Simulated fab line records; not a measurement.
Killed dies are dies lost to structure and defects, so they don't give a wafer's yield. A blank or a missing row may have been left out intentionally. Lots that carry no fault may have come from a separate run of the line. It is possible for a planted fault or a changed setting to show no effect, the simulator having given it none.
Matching of chambers || flow nand_harc || cmp-03 running NHARC_P_BONDPAD_CMP_19: 4 sister chambers
The step polishes, t overpolish 30 s, cu recess touch 16 s, target thk 160.81 nm. 8 wafers are shown with their chamber, then 10 later ones without.

## WAFERS WITH THEIR CHAMBER
{"wafer": "L080.6", "chamber": 2, "motor_current_A (A)": 13.5, "retaining_ring_pressure_frac": 1.003}
{"wafer": "L086.6", "chamber": 3, "motor_current_A (A)": 14.2, "retaining_ring_pressure_frac": 1.004}
{"wafer": "L088.4", "chamber": 3, "motor_current_A (A)": 14.1, "retaining_ring_pressure_frac": 1.002}
{"wafer": "L089.1", "chamber": 2, "motor_current_A (A)": 13.6, "retaining_ring_pressure_frac": 1.002}
{"wafer": "L089.2", "chamber": 1, "motor_current_A (A)": 11.1, "retaining_ring_pressure_frac": 0.992}
{"wafer": "L089.6", "chamber": 0, "motor_current_A (A)": 13.6, "retaining_ring_pressure_frac": 0.993}
{"wafer": "L090.2", "chamber": 1, "motor_current_A (A)": 11.4, "retaining_ring_pressure_frac": 1.009}
{"wafer": "L090.3", "chamber": 0, "motor_current_A (A)": 13.1, "retaining_ring_pressure_frac": 1.003}

## WAFERS WITHOUT THEIR CHAMBER
{"wafer": "L090.5", "motor_current_A (A)": 12.3, "retaining_ring_pressure_frac": 0.994}
{"wafer": "L092.4", "motor_current_A (A)": 13.5, "retaining_ring_pressure_frac": 1.002}
{"wafer": "L092.5", "motor_current_A (A)": 13.2, "retaining_ring_pressure_frac": 0.997}
{"wafer": "L092.6", "motor_current_A (A)": 11.2, "retaining_ring_pressure_frac": 1.000}
{"wafer": "L094.1", "motor_current_A (A)": 14.2, "retaining_ring_pressure_frac": 1.002}
{"wafer": "L094.2", "motor_current_A (A)": 13.4, "retaining_ring_pressure_frac": 1.003}
{"wafer": "L094.4", "motor_current_A (A)": 11.0, "retaining_ring_pressure_frac": 1.001}
{"wafer": "L097.1", "motor_current_A (A)": 11.3, "retaining_ring_pressure_frac": 1.009}
{"wafer": "L097.2", "motor_current_A (A)": 12.9, "retaining_ring_pressure_frac": 0.998}
{"wafer": "L097.5", "motor_current_A (A)": 12.9, "retaining_ring_pressure_frac": 1.004}

## WHICH CHAMBER EACH WENT THROUGH
{"wafer": "L090.5", "from the rows above": "can't be placed: 0 or 1 or 2", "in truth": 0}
{"wafer": "L092.4", "from the rows above": "can't be placed: 2 or 0", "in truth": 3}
{"wafer": "L092.5", "from the rows above": "can't be placed: 0 or 2", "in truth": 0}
{"wafer": "L092.6", "from the rows above": 1, "in truth": 1}
{"wafer": "L094.1", "from the rows above": 3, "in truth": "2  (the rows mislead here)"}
{"wafer": "L094.2", "from the rows above": "can't be placed: 2 or 0", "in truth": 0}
{"wafer": "L094.4", "from the rows above": 1, "in truth": 1}
{"wafer": "L097.1", "from the rows above": 1, "in truth": 1}
{"wafer": "L097.2", "from the rows above": "can't be placed: 0 or 2", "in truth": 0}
{"wafer": "L097.5", "from the rows above": "can't be placed: 0 or 2", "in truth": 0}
Placed correctly: 3 of 10. From these rows, 6 cannot be placed; in 5 the true chamber is one of the candidates. Number placed wrongly: 1.
How it was worked out, from the rows above alone: a wafer's distance from a chamber is the root of the sum, over the readings, of the square of ((its reading less the chamber's mean) divided by the reading's scatter). If the next closest chamber is less than 2 further off than the closest, the wafer can't be placed; otherwise it belongs to the closest. Each chamber's mean is taken over the wafers shown for it. The scatter: take each reading less its chamber's mean, square it, sum over the shown wafers, divide by the number of wafers less the number of chambers, and take the root.
